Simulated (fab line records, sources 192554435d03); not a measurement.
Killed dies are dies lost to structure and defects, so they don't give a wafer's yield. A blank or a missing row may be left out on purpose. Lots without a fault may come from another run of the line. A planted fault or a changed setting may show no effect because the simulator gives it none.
Chamber matching | flow n5_finfet | N5_BEOL_M0_STRIP_140 on rie_diel-01: 4 sister chambers
The step strips in CF4. 18 wafers are shown with their chamber, then 9 later ones without.

WAFERS WITH THEIR CHAMBER
wafer  | chamber | drypump_motor_current_A (A) | showerhead_plenum_p_Torr (Torr) | oes_product_au (a.u.)
L074.1 | 1       | 5.63                        | 1.71                            | 0.70
L074.2 | 0       | 5.34                        | 1.85                            | 0.72
L074.6 | 3       | 5.28                        | 1.76                            | 0.94
L078.3 | 2       | 5.77                        | 1.72                            | 0.74
L078.4 | 2       | 5.77                        | 1.72                            | 0.74
L078.6 | 1       | 5.63                        | 1.71                            | 0.70
L079.1 | 1       | 5.62                        | 1.71                            | 0.70
L079.3 | 3       | 5.24                        | 1.75                            | 0.90
L079.4 | 2       | 5.76                        | 1.72                            | 0.73
L080.3 | 0       | 5.36                        | 1.85                            | 0.72
L080.4 | 3       | 5.24                        | 1.75                            | 0.89
L080.5 | 2       | 5.76                        | 1.72                            | 0.73
L081.4 | 2       | 5.77                        | 1.71                            | 0.72
L081.5 | 1       | 5.62                        | 1.70                            | 0.69
L081.6 | 2       | 5.78                        | 1.71                            | 0.72
L087.2 | 1       | 5.64                        | 1.70                            | 0.69
L087.3 | 2       | 5.76                        | 1.71                            | 0.72
L087.4 | 3       | 5.25                        | 1.75                            | 0.85

SIGNATURES (means of the wafers above)
reading                  | chamber 0 | chamber 1 | chamber 2 | chamber 3 | scatter within a chamber
drypump_motor_current_A  | 5.3500    | 5.6280    | 5.7671    | 5.2525    | 0.0116
showerhead_plenum_p_Torr | 1.8500    | 1.7060    | 1.7157    | 1.7525    | 0.00512
oes_product_au           | 0.7200    | 0.6960    | 0.7286    | 0.8950    | 0.0183
Rule: a wafer's distance from a chamber is the root of the sum, over the readings, of the square of ((its reading less the chamber's mean) divided by the reading's scatter). The wafer belongs to the nearest chamber; if the next one is less than 2 further off, it can't be placed. The scatter: the root of (the sum of the squares of (reading less its chamber's mean) over the shown wafers, divided by (wafers less chambers)).

WAFERS WITHOUT THEIR CHAMBER
wafer  | drypump_motor_current_A (A) | showerhead_plenum_p_Torr (Torr) | oes_product_au (a.u.)
L094.2 | 5.35                        | 1.84                            | 0.69
L094.3 | 5.64                        | 1.69                            | 0.67
L094.4 | 5.34                        | 1.83                            | 0.69
L095.3 | 5.30                        | 1.83                            | 0.69
L095.4 | 5.23                        | 1.74                            | 0.83
L095.5 | 5.32                        | 1.83                            | 0.70
L096.2 | 5.32                        | 1.83                            | 0.69
L096.3 | 5.26                        | 1.74                            | 0.84
L096.5 | 5.29                        | 1.74                            | 0.83

WHICH CHAMBER EACH WENT THROUGH
wafer  | from the rows above | in truth
L094.2 | 0                   | 0
L094.3 | 1                   | 1
L094.4 | 0                   | 0
L095.3 | 0                   | 0
L095.4 | 3                   | 3
L095.5 | 0                   | 0
L096.2 | 0                   | 0
L096.3 | 3                   | 3
L096.5 | 3                   | 3
Placed correctly: 9 of 9. Can't be placed from these rows: 0. Placed wrongly: 0.
